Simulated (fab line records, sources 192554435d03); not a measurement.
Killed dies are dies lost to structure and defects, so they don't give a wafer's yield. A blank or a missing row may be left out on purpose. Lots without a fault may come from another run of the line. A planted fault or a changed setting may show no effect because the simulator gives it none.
Which tool did it? | flow n5_finfet | 12 lots, 36 wafers sampled, at 3 steps of a route of 1938

WHAT THE GAUGES READ, wafer by wafer
N5_MOL_CONTACT_COAG_OVL_MEAS_85.
lot  | measured     | on         | VG_OVL (nm)
L075 | day 5 06:51  | overlay-02 | -0.2 0.1 0.9
L077 | day 5 21:40  | overlay-02 | -0.2 -0.5 -0.3
L080 | day 6 19:06  | overlay-02 | 0.5 0.6 0.3
L081 | day 6 22:23  | overlay-01 | -0.2 -0.2 -0.2
L083 | day 7 08:01  | overlay-01 | 0.8 0.7 0.7
L085 | day 7 20:46  | overlay-02 | 0.1 -0.6 -0.2
L087 | day 8 07:27  | overlay-01 | 0.2 0.4 -0.1
L089 | day 8 22:37  | overlay-01 | 0.2 1.0 1.1
L091 | day 9 06:57  | overlay-01 | 0.2 1.0 1.1
L093 | day 9 22:04  | overlay-02 | -0.9 0.2 -0.5
L095 | day 10 06:59 | overlay-01 | -0.3 0.1 0.2
L097 | day 10 23:46 | overlay-01 | 0.6 0.4 -0.6

WHICH TOOL RAN EACH LOT (tool, then ch and the chambers of the sampled wafers, then the start)
lot  | N5_MOL_CONTACT_COAG_PRE_CLEAN_142 | N5_MOL_CONTACT_COAG_CMP_23
L075 | pvd_sputter-03, day 5 02:11       | cmp-02 ch 0,2, day 5 02:25
L077 | pvd_sputter-02, day 5 16:58       | cmp-01 ch 0,2,3, day 5 17:16
L080 | pvd_sputter-03, day 6 14:58       | cmp-03 ch 0,1,3, day 6 15:25
L081 | pvd_sputter-02, day 6 18:15       | cmp-01 ch 1,2,3, day 6 18:32
L083 | pvd_sputter-03, day 7 04:04       | cmp-01 ch 0,3, day 7 04:20
L085 | pvd_sputter-02, day 7 16:53       | cmp-02 ch 0,2,3, day 7 17:10
L087 | pvd_sputter-03, day 8 03:35       | cmp-03 ch 0,2,3, day 8 03:49
L089 | pvd_sputter-01, day 8 18:13       | cmp-02 ch 1,2,3, day 8 18:28
L091 | pvd_sputter-03, day 9 02:42       | cmp-03 ch 0,1, day 9 02:59
L093 | pvd_sputter-03, day 9 18:11       | cmp-02 ch 0,3, day 9 18:27
L095 | pvd_sputter-01, day 10 03:09      | cmp-01 ch 2,3, day 10 03:23
L097 | pvd_sputter-01, day 10 19:39      | cmp-02 ch 0,1,2, day 10 19:59
- N5_MOL_CONTACT_COAG_PRE_CLEAN_142: time 60 s.
- N5_MOL_CONTACT_COAG_CMP_23: polishes, stops on SiO2, t overpolish 1.5 s, target thk 0 nm.

THE ANSWER, worked out from the rows above alone
Rule: what is usual is taken from the lots themselves. Put in order of their means at a reading, lots are off if they are a third of the lots or fewer, leave a main group of 4 or more, and stand apart from it by a gap of 3 or more times the standard deviation of the main group's means; of several such gaps the widest counts. A main group whose means are all the same, to the digits that the tables above print for the reading, isn't used. A lot without any number at a reading at which 4 lots or more have one is off too. The other lots that the step has rows for count as sound.
No lot is off at any reading shown: from this, nothing can be told.

WHAT THE SIMULATOR HAD PUT IN
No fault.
